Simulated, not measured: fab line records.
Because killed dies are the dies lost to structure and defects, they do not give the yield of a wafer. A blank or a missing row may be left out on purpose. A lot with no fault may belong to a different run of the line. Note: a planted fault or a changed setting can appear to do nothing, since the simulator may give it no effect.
Chamber matching ; flow n5Finfet ; 4 sister chambers for N5_BEOL_M1_ETCHBACK_99 on rieDiel-04
The step etches SiO2 in CHF3, target depth 5 nm, time 10.4 s. 20 wafers are shown with their chamber, then 10 later ones without.

== WAFERS WITH THEIR CHAMBER ==
wafer;chamber;showerheadPlenumPTorr (Torr);drypumpMotorCurrentA (A);throttleValvePct (%)
L074.1;3;2.25;5.9;17.10
L074.2;2;2.15;5.4;17.03
L074.3;1;2.24;6.0;17.09
L078.1;3;2.25;6.0;17.12
L078.5;3;2.25;5.9;17.10
L078.6;0;2.06;6.3;17.46
L082.2;2;2.15;5.4;17.07
L082.3;1;2.24;6.0;17.12
L082.5;1;2.24;6.0;17.12
L083.2;1;2.23;6.0;17.11
L083.3;3;2.24;6.0;17.13
L083.6;1;2.24;6.1;17.10
L088.2;3;2.24;6.0;17.14
L088.3;0;2.05;6.3;17.50
L088.5;2;2.15;5.4;17.08
L089.1;1;2.23;6.0;17.13
L089.2;0;2.05;6.3;17.51
L089.3;2;2.14;5.4;17.10
L091.1;1;2.23;6.1;17.15
L091.3;0;2.05;6.3;17.50

SIGNATURES (means of the wafers above)
reading;chamber 0;chamber 1;chamber 2;chamber 3;scatter within a chamber
showerheadPlenumPTorr;2.0525;2.2357;2.1475;2.2460;0.00525
drypumpMotorCurrentA;6.300;6.029;5.400;5.960;0.0405
throttleValvePct;17.4925;17.1171;17.0700;17.1180;0.0219
Rule: for a wafer and a chamber, the distance is found by dividing, reading by reading, the gap between the wafer's reading and the chamber's mean by the reading's scatter, squaring, summing and taking the root. The wafer belongs to the nearest chamber; if the next one is less than 2 further off, it can't be placed. The scatter is the square root of a quotient: the sum, over the shown wafers, of each reading's squared deviation from its chamber's mean, divided by wafers minus chambers.

== WAFERS MISSING THEIR CHAMBER ==
wafer;showerheadPlenumPTorr (Torr);drypumpMotorCurrentA (A);throttleValvePct (%)
L091.6;2.14;5.4;17.09
L094.2;2.24;5.9;17.16
L094.5;2.24;6.0;17.14
L094.6;2.05;6.3;17.52
L095.1;2.23;6.0;17.16
L095.2;2.05;6.3;17.52
L095.4;2.24;6.0;17.16
L096.4;2.23;6.0;17.18
L096.5;2.23;6.0;17.17
L096.6;2.14;5.4;17.11

== WHICH CHAMBER EACH ONE RAN IN ==
wafer;from the rows above;in truth
L091.6;2;2
L094.2;can't be placed: 3 or 1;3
L094.5;can't be placed: 1 or 3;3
L094.6;0;0
L095.1;can't be placed: 1 or 3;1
L095.2;0;0
L095.4;can't be placed: 1 or 3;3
L096.4;can't be placed: 1 or 3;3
L096.5;can't be placed: 1 or 3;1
L096.6;2;2
Placed correctly: 4 of 10. Can't be placed from these rows: 6 (the true chamber is among the candidates in 6). Placed wrongly: 0.
